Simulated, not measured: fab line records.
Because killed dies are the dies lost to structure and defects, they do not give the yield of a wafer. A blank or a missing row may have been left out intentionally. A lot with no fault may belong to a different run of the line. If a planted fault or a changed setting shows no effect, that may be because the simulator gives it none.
Matching of chambers	flow n5Finfet	rieSi-03 running N5_SD_EPI_N_SD_RECESS_17: 4 sister chambers
The step chemistry HBr/Cl2/O2, target depth 41 nm, time 23.7 s, bt time 3 s. 8 wafers are shown with their chamber, then 11 later ones without.

WAFERS PAIRED WITH THEIR CHAMBERS
wafer	chamber	throttleValvePct (%)	drypumpMotorCurrentA (A)
L077.6	2	37.0	5.8
L078.3	2	37.1	5.7
L079.1	0	37.6	5.3
L079.3	1	37.3	6.0
L082.1	1	37.3	6.0
L082.2	3	36.8	5.3
L082.3	0	37.6	5.3
L087.1	3	36.8	5.3

WAFERS WHOSE CHAMBER IS MISSING
wafer	throttleValvePct (%)	drypumpMotorCurrentA (A)
L087.3	37.3	6.0
L087.6	37.1	5.8
L089.4	36.8	5.2
L089.5	37.3	6.0
L089.6	37.1	5.8
L092.2	37.6	5.3
L092.5	37.1	5.7
L092.6	37.3	6.0
L094.1	37.6	5.3
L094.4	37.0	5.8
L094.6	36.8	5.2

WHICH CHAMBER EACH ONE RAN IN
wafer	from the rows above	in truth
L087.3	1	1
L087.6	2	2
L089.4	3	3
L089.5	1	1
L089.6	2	2
L092.2	0	0
L092.5	2	2
L092.6	1	1
L094.1	0	0
L094.4	2	2
L094.6	3	3
Correct placement for 11 of the 11. Not placeable from these rows: 0. Number placed wrongly: 0.
How it was worked out, from the rows above alone: a wafer's distance from a chamber is the root of the sum, over the readings, of the square of ((its reading less the chamber's mean) divided by the reading's scatter). If the next closest chamber is less than 2 further off than the closest, the wafer can't be placed; otherwise it belongs to the closest. Each chamber's mean is taken over the wafers shown for it. How the scatter is found: for the shown wafers, subtract from each reading the mean of its chamber, square and add these, divide the total by (wafers less chambers), then take the root.
